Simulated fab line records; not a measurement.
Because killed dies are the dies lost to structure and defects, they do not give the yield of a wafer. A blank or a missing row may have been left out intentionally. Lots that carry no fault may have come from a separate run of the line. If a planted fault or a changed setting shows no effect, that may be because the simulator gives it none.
Matching of chambers	flow nand_harc	NHARC_A_CONTACT_DEP_24 on pecvd-04 has 3 sister chambers
The step deposits SiO2, target thk 500 nm. 18 wafers are shown with their chamber, then 9 later ones without.

WAFERS PAIRED WITH THEIR CHAMBERS
wafer	chamber	throttle_valve_pct (%)	heater_power_w (W)	chamber_pressure_Torr (Torr)
L075.2	2	17.6	815	6.500
L075.3	0	15.7	522	6.515
L075.5	0	16.0	532	6.515
L079.1	2	17.5	861	6.520
L079.2	0	15.9	448	6.498
L079.4	0	15.6	491	6.521
L082.1	2	17.6	755	6.486
L082.3	1	15.6	571	6.511
L082.6	2	17.5	822	6.479
L083.1	1	16.0	584	6.506
L083.4	2	17.5	852	6.492
L083.6	1	16.0	450	6.495
L085.1	0	16.1	497	6.531
L085.2	2	17.3	808	6.494
L085.3	1	15.8	511	6.507
L086.3	0	16.2	538	6.511
L086.4	1	15.8	437	6.507
L086.6	2	17.4	798	6.504

SIGNATURES (averages over the wafers above)
reading	chamber 0	chamber 1	chamber 2	scatter within a chamber
throttle_valve_pct	15.917	15.840	17.486	0.173
heater_power_w	504.67	510.60	815.86	45.6
chamber_pressure_Torr	6.51517	6.50520	6.49643	0.011
Rule: a wafer lies at a distance from a chamber equal to the root of the sum of squares, over the readings, of (its reading less the chamber's mean, divided by the reading's scatter). If the next closest chamber is less than 2 further off than the closest, the wafer can't be placed; otherwise it belongs to the closest. The scatter: the root of (the sum of the squares of (reading less its chamber's mean) over the shown wafers, divided by (wafers less chambers)).

WAFERS WHOSE CHAMBER IS MISSING
wafer	throttle_valve_pct (%)	heater_power_w (W)	chamber_pressure_Torr (Torr)
L094.2	16.0	583	6.512
L094.4	17.2	890	6.501
L094.6	15.9	599	6.505
L097.2	15.9	590	6.496
L097.4	17.2	707	6.483
L097.6	16.1	621	6.480
L096.1	16.2	631	6.490
L096.2	17.8	895	6.489
L096.3	16.2	571	6.523

CHAMBER TAKEN BY EACH
wafer	from the rows above	in truth
L094.2	can't be placed: 0 or 1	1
L094.4	2	2
L094.6	can't be placed: 1 or 0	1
L097.2	can't be placed: 1 or 0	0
L097.4	2	2
L097.6	can't be placed: 1 or 0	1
L096.1	can't be placed: 1 or 0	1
L096.2	2	2
L096.3	can't be placed: 0 or 1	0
Correct placement for 3 of the 9. Can't be placed from these rows: 6 (the true chamber is among the candidates in 6). Number placed wrongly: 0.
